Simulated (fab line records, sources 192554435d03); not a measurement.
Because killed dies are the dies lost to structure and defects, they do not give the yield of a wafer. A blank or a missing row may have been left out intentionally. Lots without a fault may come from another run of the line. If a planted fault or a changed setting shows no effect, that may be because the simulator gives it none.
fab line records + flow n5-finfet
record
- lots=7
- wafers=19
- last-day=17
route steps=1938 shown BEOL_M11@1597 BEOL_M12@1602 PASSIVATION@1936
lots with no fault: from the same line, run without faults
start-h: the number of hours between the record's first day and the start of the first shown wafer of the lot + wait-h: hours elapsed since this lot's preceding step + " the same as in the row above + L1.1+2: a single row standing in for several wafers + - no value, or no start given + * or withheld: withheld + < > ~ a bound
route shown NAME@n: a module of which the file shows steps, and the number in the route of the first + usual: average and standard deviation across the fault-free wafers + same: alike in all rows + chamber/n: place in a boat + sites: each site's reading + _std_site: their standard deviation + _edge_site: outer sites' mean less inner sites' + radius-mm: how far each site lies from the wafer's centre + mask NAME#n: copy n + behind: tool/chamber where the wafer was last shaped + hold: cause of the lot's hold/its duration in hours/its outcome + device: the transistor (n, p or np) that didn't switch + end of line: the same wafers' tests at the end of the route + a step given without rows: its recipe and nothing more + killed: dies lost to structure and defects at the first sort, not the wafer's yield + map: per-die view of a wafer (x killed, . not killed, _ where there is no die)
set.NAME: the setting the step ran with; set.NAME@STEP: the setting that earlier step ran with + model.NAME: the simulator's own value behind a step, which no gauge read
lots at selected steps of the route; one table per step, one row per wafer
services: the hour from which a tool's chamber was out of use, counted from the record's first day as start-h (under 0 if before that day), plus the number of hours and why
## steps
# step N5_BEOL_M11_THK_MEAS_53
# recipe
- thk-meas-gauge=xrf
- reads=Cu_of_BEOL_M11_ECD_50
# usual
- M11_THK=143/4.4
| lot.wafer | tool          | chamber | start-h | wait-h | M11_THK[nm] |
|-----------|---------------|---------|---------|--------|-------------|
| L817.1    | film-metro-01 | -       | 246.62  | -      | 145         |
| L817.3    | "             | -       | "       | "      | 141         |
| L817.4    | "             | -       | "       | "      | 140         |
| L822.1    | film-metro-01 | -       | 272.26  | -      | 139         |
| L822.3    | "             | -       | "       | "      | 140         |
| L822.5    | "             | -       | "       | "      | 138         |
| L826.3    | film-metro-02 | -       | 287.85  | -      | 145         |
| L826.4    | "             | -       | "       | "      | 144         |
| L826.6    | "             | -       | "       | "      | 150         |
| L833.1    | film-metro-01 | -       | 330.88  | -      | 147         |
| L833.4    | "             | -       | "       | "      | 143         |
| L833.5    | "             | -       | "       | "      | 145         |
| L834.2    | film-metro-01 | -       | 331.86  | -      | 138         |
| L834.5    | "             | -       | "       | "      | 140         |
| L835.1    | film-metro-02 | -       | 339.01  | -      | 137         |
| L835.5    | "             | -       | "       | "      | 145         |
| L840.4    | film-metro-01 | -       | 373.89  | -      | 140         |
| L840.5    | "             | -       | "       | "      | 152         |
| L840.6    | "             | -       | "       | "      | 141         |
# step N5_BEOL_M11_PRE_CLEAN_55
# recipe
- gas=NH3
- time-s=15
- temp-c=withheld
- rf-power-w=300
# step N5_BEOL_M11_DEP_56
# recipe
- material=SiCN
- target-thk-a=300
- temp-c=withheld
- precursor=3MS/NH3
- pressure-torr=3
- rf-w=675
- time-s=10.5
# usual
- showerhead-plenum-p-Torr=4.16/0.031
- throttle-valve-pct=17.8/1.2
| lot.wafer | tool     | chamber | start-h | wait-h | showerhead-plenum-p-Torr | throttle-valve-pct |
|-----------|----------|---------|---------|--------|--------------------------|--------------------|
| L817.1    | pecvd-03 | 0       | 246.68  | 0.0    | 4.19                     | 17.4               |
| L817.3    | "        | 1       | "       | "      | 4.18                     | 16.6               |
| L817.4    | "        | 2       | "       | "      | 4.18                     | 17.1               |
| L822.1    | pecvd-04 | 2       | 272.33  | 0.0    | 4.13                     | 17.6               |
| L822.3    | "        | 0       | "       | "      | 4.13                     | 20.5               |
| L822.5    | "        | 0       | "       | "      | 4.13                     | 20.4               |
| L826.3    | pecvd-02 | 2       | 287.91  | 0.0    | 4.10                     | 17.5               |
| L826.4    | "        | 1       | "       | "      | 4.16                     | 17.6               |
| L826.6    | "        | 2       | "       | "      | 4.10                     | 17.2               |
| L833.1    | pecvd-04 | 0       | 330.94  | 0.0    | 4.14                     | 20.7               |
| L833.4    | "        | 0       | "       | "      | 4.13                     | 20.5               |
| L833.5    | "        | 1       | "       | "      | 4.21                     | 17.6               |
| L834.2    | pecvd-04 | 1       | 331.92  | 0.0    | 4.22                     | 17.7               |
| L834.5    | "        | 0       | "       | "      | 4.14                     | 20.4               |
| L835.1    | pecvd-02 | 0       | 339.07  | 0.0    | 4.16                     | 19.2               |
| L835.5    | "        | 2       | "       | "      | 4.10                     | 17.1               |
| L840.4    | pecvd-03 | 1       | 373.98  | 0.0    | 4.17                     | 16.8               |
| L840.5    | "        | 1       | "       | "      | 4.17                     | 16.4               |
| L840.6    | "        | 2       | "       | "      | 4.16                     | 17.0               |
# step N5_BEOL_M11_RS_MEAS_57
# recipe
- thk-meas-gauge=four-point-probe
- reads=Cu_of_BEOL_M11_ECD_50+Co_of_BEOL_M11_CVD_75+TaN_of_BEOL_M11_ALD_74
# usual
- M11_RS=0.151/0.0052
| lot.wafer | tool          | chamber | start-h | wait-h | M11_RS[ohm/sq] |
|-----------|---------------|---------|---------|--------|----------------|
| L817.1    | film-metro-02 | -       | 246.74  | 0.0    | 0.148          |
| L817.3    | "             | -       | "       | "      | 0.154          |
| L817.4    | "             | -       | "       | "      | 0.155          |
| L822.1    | film-metro-01 | -       | 272.39  | 0.0    | 0.156          |
| L822.3    | "             | -       | "       | "      | 0.154          |
| L822.5    | "             | -       | "       | "      | 0.157          |
| L826.3    | film-metro-02 | -       | 287.97  | 0.0    | 0.148          |
| L826.4    | "             | -       | "       | "      | 0.148          |
| L826.6    | "             | -       | "       | "      | 0.142          |
| L833.1    | film-metro-02 | -       | 331.01  | 0.0    | 0.146          |
| L833.4    | "             | -       | "       | "      | 0.152          |
| L833.5    | "             | -       | "       | "      | 0.150          |
| L834.2    | film-metro-02 | -       | 331.99  | 0.0    | 0.155          |
| L834.5    | "             | -       | "       | "      | 0.154          |
| L835.1    | film-metro-02 | -       | 339.14  | 0.0    | 0.158          |
| L835.5    | "             | -       | "       | "      | 0.148          |
| L840.4    | film-metro-01 | -       | 374.04  | 0.1    | 0.152          |
| L840.5    | "             | -       | "       | "      | 0.141          |
| L840.6    | "             | -       | "       | "      | 0.152          |
# step N5_BEOL_M11_INSPECT_58
# recipe
- inspect-instrument=darkfield
- mode=post-dep
# usual
- raw-defect-count=81/31
| lot.wafer | tool              | chamber | start-h | wait-h | raw-defect-count |
|-----------|-------------------|---------|---------|--------|------------------|
| L817.1    | defect-inspect-02 | -       | 246.77  | 0.0    | 133              |
| L817.3    | "                 | -       | "       | "      | 173              |
| L817.4    | "                 | -       | "       | "      | 118              |
| L822.1    | defect-inspect-01 | -       | 272.41  | 0.0    | 91               |
| L822.3    | "                 | -       | "       | "      | 63               |
| L822.5    | "                 | -       | "       | "      | 96               |
| L826.3    | defect-inspect-01 | -       | 288.00  | 0.0    | 62               |
| L826.4    | "                 | -       | "       | "      | 73               |
| L826.6    | "                 | -       | "       | "      | 65               |
| L833.1    | defect-inspect-01 | -       | 331.03  | 0.0    | 94               |
| L833.4    | "                 | -       | "       | "      | 68               |
| L833.5    | "                 | -       | "       | "      | 90               |
| L834.2    | defect-inspect-01 | -       | 332.01  | 0.0    | 53               |
| L834.5    | "                 | -       | "       | "      | 65               |
| L835.1    | defect-inspect-01 | -       | 339.16  | 0.0    | 83               |
| L835.5    | "                 | -       | "       | "      | 94               |
| L840.4    | defect-inspect-02 | -       | 374.07  | 0.0    | 68               |
| L840.5    | "                 | -       | "       | "      | 72               |
| L840.6    | "                 | -       | "       | "      | 66               |
# step N5_BEOL_M12_ILD_DEP_00
# recipe
- material=SiOC
- target-thk-a=6589.2
- temp-c=350
- precursor=DEMS/O2
- pressure-torr=5
- rf-w=500
- time-s=130.7
# usual
- heater-power-w=447/73
- showerhead-plenum-p-Torr=5.694/0.018
- throttle-valve-pct=11.7/0.72
| lot.wafer | tool     | chamber | start-h | wait-h | heater-power-w | showerhead-plenum-p-Torr | throttle-valve-pct |
|-----------|----------|---------|---------|--------|----------------|--------------------------|--------------------|
| L817.1    | pecvd-03 | 2       | 246.81  | 0.0    | 416            | 5.702                    | 11.4               |
| L817.3    | "        | 1       | "       | "      | 377            | 5.704                    | 10.7               |
| L817.4    | "        | 1       | "       | "      | 389            | 5.700                    | 10.8               |
| L822.1    | pecvd-01 | 0       | 272.45  | 0.0    | 484            | 5.704                    | 11.6               |
| L822.3    | "        | 2       | "       | "      | 543            | 5.687                    | 11.1               |
| L822.5    | "        | 0       | "       | "      | 389            | 5.691                    | 12.1               |
| L826.3    | pecvd-01 | 0       | 288.03  | 0.0    | 472            | 5.667                    | 11.5               |
| L826.4    | "        | 2       | "       | "      | 523            | 5.681                    | 11.1               |
| L826.6    | "        | 1       | "       | "      | 478            | 5.684                    | 12.5               |
| L833.1    | pecvd-01 | 1       | 331.07  | 0.0    | 498            | 5.669                    | 12.0               |
| L833.4    | "        | 0       | "       | "      | 382            | 5.697                    | 11.8               |
| L833.5    | "        | 1       | "       | "      | 401            | 5.694                    | 12.1               |
| L834.2    | pecvd-04 | 2       | 332.05  | 0.0    | 385            | 5.686                    | 11.8               |
| L834.5    | "        | 0       | "       | "      | 440            | 5.672                    | 13.4               |
| L835.1    | pecvd-03 | 2       | 339.20  | 0.0    | 422            | 5.700                    | 11.5               |
| L835.5    | "        | 2       | "       | "      | 340            | 5.703                    | 11.5               |
| L840.4    | pecvd-03 | 2       | 374.15  | 0.1    | 388            | 5.697                    | 11.5               |
| L840.5    | "        | 1       | "       | "      | 402            | 5.707                    | 11.0               |
| L840.6    | "        | 2       | "       | "      | 417            | 5.686                    | 11.5               |
# step N5_BEOL_M12_THK_MEAS_01
# recipe
- reads=SiOC_of_BEOL_M12_ILD_DEP_00
# usual
- M12_ILD_THK=661/9.3
| lot.wafer | tool          | chamber | start-h | wait-h | M12_ILD_THK[nm] |
|-----------|---------------|---------|---------|--------|-----------------|
| L817.1    | film-metro-01 | -       | 246.94  | 0.1    | 654             |
| L817.3    | "             | -       | "       | "      | 653             |
| L817.4    | "             | -       | "       | "      | 663             |
| L822.1    | film-metro-01 | -       | 272.58  | 0.1    | 650             |
| L822.3    | "             | -       | "       | "      | 645             |
| L822.5    | "             | -       | "       | "      | 652             |
| L826.3    | film-metro-01 | -       | 288.17  | 0.1    | 657             |
| L826.4    | "             | -       | "       | "      | 673             |
| L826.6    | "             | -       | "       | "      | 671             |
| L833.1    | film-metro-01 | -       | 331.20  | 0.1    | 654             |
| L833.4    | "             | -       | "       | "      | 664             |
| L833.5    | "             | -       | "       | "      | 661             |
| L834.2    | film-metro-02 | -       | 332.18  | 0.1    | 675             |
| L834.5    | "             | -       | "       | "      | 684             |
| L835.1    | film-metro-02 | -       | 339.33  | 0.1    | 655             |
| L835.5    | "             | -       | "       | "      | 673             |
| L840.4    | film-metro-01 | -       | 374.29  | 0.1    | 658             |
| L840.5    | "             | -       | "       | "      | 661             |
| L840.6    | "             | -       | "       | "      | 661             |
# step N5_BEOL_M12_COAT_58
# recipe
- resist=BARC
- temp-c=205
- time-s=60
- spin-rpm=1500
- resist-thk-nm=89
# step N5_BEOL_M12_COAT_04
# recipe
- spin-rpm=1625
- resist-thk-nm=400
# step N5_BEOL_M12_EBR_06
# recipe
- solvent=PGMEA
- ebr-width-mm=1.5
# step N5_BEOL_M12_SOFTBAKE_05
# recipe
- temp-c=130
- time-s=60
# step N5_BEOL_M12_EXPOSE_07
# recipe
- mask-id=V11
- na=0.93
- source-shape=conventional
- sigma-outer=0.6
- polarization=unpolarized
- attpsm-phase-deg=180
- dose-mj=32.5
# step N5_BEOL_M12_PEB_08
# recipe
- peb-temp-c=130
- peb-time-s=90
# usual
- heater-power-total-W=172.5/0.78
- plate-temp-C=129.99/0.14
| lot.wafer | tool           | chamber | start-h | wait-h | heater-power-total-W | plate-temp-C |
|-----------|----------------|---------|---------|--------|----------------------|--------------|
| L817.1    | litho-track-03 | 0       | 247.25  | 0.1    | 172.3                | 130.02       |
| L817.3    | "              | 0       | "       | "      | 173.3                | 129.78       |
| L817.4    | "              | 0       | "       | "      | 173.0                | 129.93       |
| L822.1    | litho-track-03 | 0       | 272.90  | 0.1    | 171.1                | 130.26       |
| L822.3    | "              | 0       | "       | "      | 173.1                | 130.06       |
| L822.5    | "              | 0       | "       | "      | 172.8                | 130.14       |
| L826.3    | litho-track-04 | 0       | 288.48  | 0.0    | 170.9                | 129.89       |
| L826.4    | "              | 0       | "       | "      | 172.1                | 129.94       |
| L826.6    | "              | 0       | "       | "      | 172.9                | 130.04       |
| L833.1    | litho-track-04 | 0       | 331.39  | 0.1    | 181.9                | -            |
| L833.4    | "              | 0       | "       | "      | 172.1                | 129.82       |
| L833.5    | "              | 0       | "       | "      | 171.6                | 130.00       |
| L834.2    | litho-track-04 | 0       | 332.49  | 0.0    | 183.6                | -            |
| L834.5    | "              | 0       | "       | "      | 172.9                | 130.07       |
| L835.1    | litho-track-04 | 0       | 339.52  | 0.1    | 184.6                | -            |
| L835.5    | "              | 0       | "       | "      | 172.9                | 130.28       |
| L840.4    | litho-track-05 | 0       | 374.47  | 0.0    | 172.2                | 130.03       |
| L840.5    | "              | 0       | "       | "      | 172.1                | 130.12       |
| L840.6    | "              | 0       | "       | "      | 172.0                | 130.07       |
# step N5_BEOL_M12_DEVELOP_09
# recipe
- develop-time-s=45
- rinse-liquid=diw
- dry=air-spin
- dev-temp-c=21
# step N5_PASSIVATION_PROBE_49
# usual
- defect-limited-yield=91.1/1.4
- killed_at_M0_to_M3=36/9.9
- killed_at_M4_up=13/5.8
- killed-at-contacts=14/5.9
- killed-at-front-end=39/11
- killed-at-other=3.4/2.9
- killed-dies=105/17
- killed-open=70/13
- killed-short=34/7.3
- sort_bin_5_function=5.3/1
- sort_bin_6_memory=3.3/0.62
- sort-n-pass=1075/17
- sort-yield-pct=91.1/1.4
# same
- gross-dies=1180
- killed-at-back-side=0
- sort_bin_4_leakage[%]=0
- sort_bin_8_speed[%]=0
| lot.wafer | tool      | chamber | start-h | wait-h | defect-limited-yield[%] | killed_at_M0_to_M3 | killed_at_M4_up | killed-at-contacts | killed-at-front-end | killed-at-other | killed-dies | killed-open | killed-short | sort_bin_5_function[%] | sort_bin_6_memory[%] | sort-n-pass | sort-yield-pct[%] |
|-----------|-----------|---------|---------|--------|-------------------------|--------------------|-----------------|--------------------|---------------------|-----------------|-------------|-------------|--------------|------------------------|----------------------|-------------|-------------------|
| L817.1    | prober-02 | -       | 292.01  | 0.0    | 90.7                    | 31                 | 22              | 11                 | 43                  | 3               | 110         | 75          | 35           | 5.5                    | 3.6                  | 1070        | 90.7              |
| L817.3    | prober-02 | -       | 292.11  | 0.1    | 91.6                    | 23                 | 21              | 9                  | 43                  | 3               | 99          | 69          | 28           | 4.3                    | 4.0                  | 1081        | 91.6              |
| L817.4    | prober-02 | -       | 292.16  | 0.2    | 89.7                    | 46                 | 15              | 16                 | 44                  | 1               | 122         | 75          | 39           | 5.3                    | 4.1                  | 1058        | 89.7              |
| L822.1    | prober-02 | -       | 320.22  | 0.0    | 90.4                    | 48                 | 16              | 3                  | 44                  | 2               | 113         | 70          | 42           | 5.0                    | 4.0                  | 1067        | 90.4              |
| L822.3    | prober-02 | -       | 320.32  | 0.1    | 91.7                    | 40                 | 15              | 10                 | 32                  | 1               | 98          | 71          | 27           | 4.7                    | 3.0                  | 1082        | 91.7              |
| L822.5    | prober-02 | -       | 320.42  | 0.2    | 92.0                    | 38                 | 12              | 17                 | 24                  | 3               | 94          | 61          | 33           | 4.4                    | 3.4                  | 1086        | 92.0              |
| L826.3    | prober-01 | -       | 323.89  | 0.1    | 92.8                    | 32                 | 17              | 8                  | 24                  | 4               | 85          | 54          | 31           | 3.8                    | 3.1                  | 1095        | 92.8              |
| L826.4    | prober-01 | -       | 323.94  | 0.2    | 91.2                    | 41                 | 13              | 6                  | 43                  | 1               | 104         | 78          | 25           | 5.1                    | 3.6                  | 1076        | 91.2              |
| L826.6    | prober-01 | -       | 324.04  | 0.3    | 91.0                    | 33                 | 9               | 20                 | 43                  | 1               | 106         | 66          | 30           | 4.6                    | 3.4                  | 1074        | 91.0              |
| L833.1    | prober-01 | -       | 379.08  | 0.0    | 89.7                    | 42                 | 14              | 26                 | 33                  | 6               | 121         | 88          | 29           | 5.7                    | 4.3                  | 1059        | 89.7              |
| L833.4    | prober-01 | -       | 379.23  | 0.2    | 89.0                    | 42                 | 23              | 15                 | 49                  | 1               | 130         | 87          | 42           | 6.7                    | 3.9                  | 1050        | 89.0              |
| L833.5    | prober-01 | -       | 379.28  | 0.2    | 90.5                    | 43                 | 15              | 24                 | 28                  | 2               | 112         | 69          | 43           | 5.0                    | 4.1                  | 1068        | 90.5              |
| L834.2    | prober-02 | -       | 385.75  | 0.1    | 89.5                    | 32                 | 18              | 12                 | 48                  | 14              | 124         | 81          | 40           | 6.5                    | 3.6                  | 1056        | 89.5              |
| L834.5    | prober-02 | -       | 385.90  | 0.2    | 91.6                    | 23                 | 14              | 13                 | 42                  | 7               | 99          | 63          | 29           | 4.7                    | 3.3                  | 1081        | 91.6              |
| L835.1    | prober-01 | -       | 390.65  | 0.0    | 92.5                    | 38                 | 9               | 3                  | 37                  | 2               | 89          | 53          | 34           | 4.6                    | 2.6                  | 1091        | 92.5              |
| L835.5    | prober-01 | -       | 390.85  | 0.2    | 90.3                    | 38                 | 8               | 8                  | 60                  | 1               | 115         | 68          | 43           | 4.7                    | 4.6                  | 1065        | 90.3              |
| L840.4    | prober-02 | -       | 414.24  | 0.2    | 89.5                    | 44                 | 8               | 14                 | 50                  | 8               | 124         | 80          | 44           | 5.7                    | 4.6                  | 1056        | 89.5              |
| L840.5    | prober-02 | -       | 414.29  | 0.2    | 90.9                    | 28                 | 8               | 21                 | 47                  | 3               | 107         | 68          | 39           | 5.0                    | 4.1                  | 1073        | 90.9              |
| L840.6    | prober-02 | -       | 414.34  | 0.3    | 92.5                    | 31                 | 6               | 9                  | 36                  | 6               | 88          | 56          | 32           | 4.2                    | 3.1                  | 1092        | 92.5              |
# killed by level:class
L817.1 FIN_SAQP:geometric-particle:open=14 BEOL_M0_SAQP:geometric-particle:open=10 FIN_SAQP:geometric-particle:short=9 BEOL_M4:geometric-particle:open=9 BEOL_M3:geometric-particle:open=9 BEOL_M0_SAQP:geometric-particle:short=8 MOL_CONTACT_COAG:geometric-particle:open=7 GATE_CUT:geometric-particle:short=5
L817.3 FIN_SAQP:geometric-particle:open=10 BEOL_M0_SAQP:geometric-particle:open=10 MOL_CONTACT_COAG:geometric-particle:open=8 BEOL_M0_SAQP:geometric-particle:short=7 DUMMY_GATE:geometric-particle:open=6 STI_FIN_REVEAL:geometric-particle:open=5 BEOL_M3:geometric-particle:open=5 BEOL_M4:geometric-particle:open=5
L817.4 BEOL_M0_SAQP:geometric-particle:open=18 MOL_CONTACT_COAG:geometric-particle:open=15 BEOL_M0_SAQP:geometric-particle:short=13 BEOL_M4:geometric-particle:open=8 HKMG_FIN:area-etch=7 FIN_SAQP:geometric-particle:short=6 STI_FIN_REVEAL:geometric-particle:open=5 BEOL_M3:geometric-particle:open=5
L822.1 BEOL_M0_SAQP:geometric-particle:short=14 BEOL_M3:geometric-particle:open=12 BEOL_M0_SAQP:geometric-particle:open=9 STI_FIN_REVEAL:geometric-particle:open=7 BEOL_M1:geometric-particle:open=7 FIN_SAQP:geometric-particle:short=6 DUMMY_GATE:geometric-particle:open=6 FIN_SAQP:geometric-particle:open=5
L822.3 BEOL_M3:geometric-particle:open=11 FIN_SAQP:geometric-particle:open=9 BEOL_M2:geometric-particle:open=9 MOL_CONTACT_COAG:geometric-particle:open=7 STI_FIN_REVEAL:geometric-particle:open=6 BEOL_M0_SAQP:geometric-particle:open=6 BEOL_M1:geometric-particle:open=6 BEOL_M5:geometric-particle:open=5
L822.5 MOL_CONTACT_COAG:geometric-particle:open=16 BEOL_M3:geometric-particle:open=13 STARTING-WAFER:geometric-particle:short=5 BEOL_M0_SAQP:geometric-particle:short=5 BEOL_M1:geometric-particle:open=5 STI_FIN_REVEAL:geometric-particle:open=4 DUMMY_GATE:geometric-particle:open=4 BEOL_M0:geometric-particle:short=4
L826.3 BEOL_M2:geometric-particle:open=9 MOL_CONTACT_COAG:geometric-particle:open=8 BEOL_M5:geometric-particle:open=8 FIN_SAQP:geometric-particle:open=4 BEOL_M0_SAQP:geometric-particle:short=4 BEOL_M2:geometric-particle:short=4 BEOL_M3:geometric-particle:open=4 BEOL_M0_SAQP:geometric-particle:open=3
L826.4 BEOL_M0_SAQP:geometric-particle:open=11 DUMMY_GATE:geometric-particle:open=8 BEOL_M2:geometric-particle:open=7 STI_FIN_REVEAL:geometric-particle:open=6 MOL_CONTACT_COAG:geometric-particle:open=6 BEOL_M0_SAQP:geometric-particle:short=6 FIN_SAQP:geometric-particle:short=5 GATE_CUT:geometric-particle:open=5
L826.6 MOL_CONTACT_COAG:geometric-particle:open=17 BEOL_M0_SAQP:geometric-particle:open=13 HKMG_FIN:area-etch=9 FIN_SAQP:geometric-particle:short=8 BEOL_M2:geometric-particle:open=5 ILD0:geometric-particle:open=5 BEOL_M1:geometric-particle:open=5 GATE_CUT:geometric-particle:short=4
L833.1 MOL_CONTACT_COAG:geometric-particle:open=21 BEOL_M2:geometric-particle:open=14 STI_FIN_REVEAL:geometric-particle:open=9 BEOL_M1:geometric-particle:open=8 BEOL_M0_SAQP:geometric-particle:open=7 FIN_SAQP:geometric-particle:open=6 MOL_CONTACT_COAG:geometric-particle:short=5 BEOL_M4:geometric-particle:open=5
L833.4 FIN_SAQP:geometric-particle:short=13 MOL_CONTACT_COAG:geometric-particle:open=12 BEOL_M1:geometric-particle:open=11 STI_FIN_REVEAL:geometric-particle:open=9 BEOL_M5:geometric-particle:open=9 BEOL_M0_SAQP:geometric-particle:open=8 FIN_SAQP:geometric-particle:open=7 BEOL_M1:geometric-particle:short=6
L833.5 MOL_CONTACT_COAG:geometric-particle:open=17 BEOL_M0_SAQP:geometric-particle:short=12 STI_FIN_REVEAL:geometric-particle:open=8 MOL_CONTACT_COAG:geometric-particle:short=7 BEOL_M4:geometric-particle:open=7 BEOL_M0_SAQP:geometric-particle:open=6 BEOL_M1:geometric-particle:open=6 FIN_SAQP:geometric-particle:short=5
L834.2 STI_FIN_REVEAL:geometric-particle:open=20 BEOL_M2:geometric-particle:open=12 MOL_CONTACT_COAG:geometric-particle:short=6 MOL_CONTACT_COAG:geometric-particle:open=6 BEOL_M4:geometric-particle:open=6 FIN_SAQP:geometric-particle:open=5 BEOL_M8:geometric-particle:open=5 BEOL_M0_SAQP:geometric-particle:short=5
L834.5 STI_FIN_REVEAL:geometric-particle:open=19 MOL_CONTACT_COAG:geometric-particle:open=12 BEOL_M0_SAQP:geometric-particle:short=9 BEOL_M0_SAQP:geometric-particle:open=7 STI_FIN_REVEAL:geometric-particle:short=5 FIN_SAQP:geometric-particle:open=4 FIN_SAQP:geometric-particle:short=4 BEOL_M3:geometric-particle:open=4
L835.1 BEOL_M0_SAQP:geometric-particle:open=13 FIN_SAQP:geometric-particle:short=9 DUMMY_GATE:geometric-particle:open=7 BEOL_M1:geometric-particle:open=7 BEOL_M0_SAQP:geometric-particle:short=6 FIN_SAQP:geometric-particle:open=5 STI_FIN_REVEAL:geometric-particle:open=5 BEOL_M2:geometric-particle:open=5
L835.5 FIN_SAQP:geometric-particle:short=20 STI_FIN_REVEAL:geometric-particle:open=11 BEOL_M0_SAQP:geometric-particle:open=10 BEOL_M1:geometric-particle:open=8 MOL_CONTACT_COAG:geometric-particle:open=7 GATE_CUT:geometric-particle:short=6 BEOL_M3:geometric-particle:open=6 STARTING-WAFER:geometric-particle:open=5
L840.4 MOL_CONTACT_COAG:geometric-particle:open=13 BEOL_M0_SAQP:geometric-particle:open=11 FIN_SAQP:geometric-particle:open=9 FIN_SAQP:geometric-particle:short=8 BEOL_M0:geometric-particle:open=8 BEOL_M0_SAQP:geometric-particle:short=7 BEOL_M2:geometric-particle:open=7 BEOL_M1:geometric-particle:open=6
L840.5 MOL_CONTACT_COAG:geometric-particle:open=14 FIN_SAQP:geometric-particle:open=9 FIN_SAQP:geometric-particle:short=7 BEOL_M0_SAQP:geometric-particle:short=7 MOL_CONTACT_COAG:geometric-particle:short=7 STI_FIN_REVEAL:geometric-particle:open=6 GATE_CUT:geometric-particle:open=5 GATE_CUT:geometric-particle:short=5
L840.6 STI_FIN_REVEAL:geometric-particle:open=12 BEOL_M0_SAQP:geometric-particle:short=9 BEOL_M0_SAQP:geometric-particle:open=9 MOL_CONTACT_COAG:geometric-particle:open=8 FIN_SAQP:geometric-particle:short=7 BEOL_M0:geometric-particle:open=5 PASS1_CAP:geometric-particle:open=4 FIN_SAQP:geometric-particle:open=3
## services
| tool     | chamber | start-h | hours | kind           |
|----------|---------|---------|-------|----------------|
| pecvd-01 | 1       | 238.05  | 5.5   | scheduled-down |
| pecvd-03 | 0       | 262.05  | 7.4   | repair         |
| pecvd-03 | 2       | 266.43  | 2.0   | repair         |
| pecvd-04 | -       | 303.32  | 1.0   | repair         |
| pecvd-04 | -       | 319.57  | 2.8   | pm             |
| pecvd-01 | 1       | 339.57  | 4.3   | repair         |
| pecvd-03 | -       | 341.62  | 1.6   | repair         |
| pecvd-01 | -       | 349.86  | 0.8   | pm             |
| pecvd-02 | 1       | 351.65  | 2.1   | scheduled-down |
| pecvd-03 | 0       | 363.38  | 14.3  | repair         |
| pecvd-04 | -       | 373.74  | 0.6   | repair         |
## key
first-sign
- step=N5_BEOL_M12_PEB_08
- reading=heater-power-total-W
- direction=up
- sigmas=14
- usual=*
- struck=*
effect none on later readings
met-at N5_BEOL_M12_PEB_08
struck-wafers L833.1,L834.2,L835.1
onset-between 288.48 331.39
fault
- kind=process-parameter-drift
- tool=litho-track-04
- chamber=-
- onset-h=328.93
- steps=N5_BEOL_M12_PEB_08
- channel=peb-time-s
- offset=*
- shape=step
- end-h=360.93
- scope=struck-wafers-only
- acts-in=*
- stated=*
